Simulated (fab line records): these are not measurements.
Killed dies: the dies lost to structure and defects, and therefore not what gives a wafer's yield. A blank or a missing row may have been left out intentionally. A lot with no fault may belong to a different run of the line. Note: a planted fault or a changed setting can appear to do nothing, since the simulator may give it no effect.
Chamber matching / flow n5 finfet / N5_BEOL_M12_VIA_ETCH_16 on rie diel-04 has 4 sister chambers
The step etches SiOC in C4F8/O2/Ar, target depth 724.8 nm. 8 wafers are shown with their chamber, then 7 later ones without.

WAFERS, EACH WITH ITS CHAMBER
wafer=L079.2; chamber=2; showerhead plenum p Torr (Torr)=3.62; drypump motor current A (A)=6.5
wafer=L082.2; chamber=3; showerhead plenum p Torr (Torr)=3.24; drypump motor current A (A)=5.7
wafer=L082.5; chamber=1; showerhead plenum p Torr (Torr)=3.36; drypump motor current A (A)=5.6
wafer=L084.1; chamber=3; showerhead plenum p Torr (Torr)=3.24; drypump motor current A (A)=5.7
wafer=L084.3; chamber=2; showerhead plenum p Torr (Torr)=3.61; drypump motor current A (A)=6.6
wafer=L084.6; chamber=0; showerhead plenum p Torr (Torr)=3.37; drypump motor current A (A)=5.6
wafer=L090.1; chamber=0; showerhead plenum p Torr (Torr)=3.36; drypump motor current A (A)=5.6
wafer=L090.3; chamber=1; showerhead plenum p Torr (Torr)=3.35; drypump motor current A (A)=5.6

WAFERS MISSING THEIR CHAMBER
wafer=L090.5; showerhead plenum p Torr (Torr)=3.60; drypump motor current A (A)=6.5
wafer=L093.1; showerhead plenum p Torr (Torr)=3.35; drypump motor current A (A)=5.6
wafer=L093.2; showerhead plenum p Torr (Torr)=3.36; drypump motor current A (A)=5.6
wafer=L093.4; showerhead plenum p Torr (Torr)=3.35; drypump motor current A (A)=5.6
wafer=L096.2; showerhead plenum p Torr (Torr)=3.60; drypump motor current A (A)=6.5
wafer=L096.4; showerhead plenum p Torr (Torr)=3.35; drypump motor current A (A)=5.6
wafer=L096.6; showerhead plenum p Torr (Torr)=3.35; drypump motor current A (A)=5.6

WHICH CHAMBER EACH WENT THROUGH
wafer=L090.5; from the rows above=2; in truth=2
wafer=L093.1; from the rows above=can't be placed: 1 or 0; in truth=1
wafer=L093.2; from the rows above=can't be placed: 1 or 0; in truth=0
wafer=L093.4; from the rows above=can't be placed: 1 or 0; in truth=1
wafer=L096.2; from the rows above=2; in truth=2
wafer=L096.4; from the rows above=can't be placed: 1 or 0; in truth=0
wafer=L096.6; from the rows above=can't be placed: 1 or 0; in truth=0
Correct placement for 2 of the 7. These rows do not allow placing 5 (true chamber among the candidates in 5). Number placed wrongly: 0.
How it was worked out, from the rows above alone: a wafer's distance from a chamber is the root of the sum, over the readings, of the square of ((its reading less the chamber's mean) divided by the reading's scatter). The wafer belongs to the nearest chamber; if the next one is less than 2 further off, it can't be placed. For every chamber, the mean is computed from those of its wafers that are shown. How the scatter is found: for the shown wafers, subtract from each reading the mean of its chamber, square and add these, divide the total by (wafers less chambers), then take the root.
